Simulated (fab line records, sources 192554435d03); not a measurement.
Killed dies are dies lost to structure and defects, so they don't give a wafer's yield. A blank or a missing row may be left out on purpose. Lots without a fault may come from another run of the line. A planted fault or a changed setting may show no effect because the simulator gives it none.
Chamber matching | flow n5_finfet | N5_BEOL_M2_ETCH_64 on rie_diel-04: 4 sister chambers
The step etches SOC in N2/H2, target depth 75 nm, overetch 22.5 nm, time 121.9 s. 4 wafers are shown with their chamber, then 7 later ones without.

WAFERS WITH THEIR CHAMBER
wafer  | chamber | showerhead_plenum_p_Torr (Torr)
L079.5 | 1       | 2.48
L079.6 | 2       | 2.51
L081.1 | 3       | 2.61
L081.2 | 0       | 2.72

WAFERS WITHOUT THEIR CHAMBER
wafer  | showerhead_plenum_p_Torr (Torr)
L081.4 | 2.50
L093.1 | 2.60
L093.4 | 2.71
L093.5 | 2.49
L097.3 | 2.46
L097.4 | 2.59
L097.5 | 2.47

WHICH CHAMBER EACH WENT THROUGH
wafer  | from the rows above     | in truth
L081.4 | can't be placed: 2 or 1 | 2
L093.1 | 3                       | 3
L093.4 | 0                       | 0
L093.5 | can't be placed: 1 or 2 | 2
L097.3 | 1                       | 1
L097.4 | 3                       | 3
L097.5 | 1                       | 1
Placed correctly: 5 of 7. Can't be placed from these rows: 2 (the true chamber is among the candidates in 2). Placed wrongly: 0.
How it was worked out, from the rows above alone: a wafer's distance from a chamber is the root of the sum, over the readings, of the square of ((its reading less the chamber's mean) divided by the reading's scatter). The wafer belongs to the nearest chamber; if the next one is less than 2 further off, it can't be placed. A chamber's mean is the mean of its shown wafers. The scatter: with one shown wafer a chamber, the root of the mean of the squares of how far each hidden wafer lies from its nearest shown one.
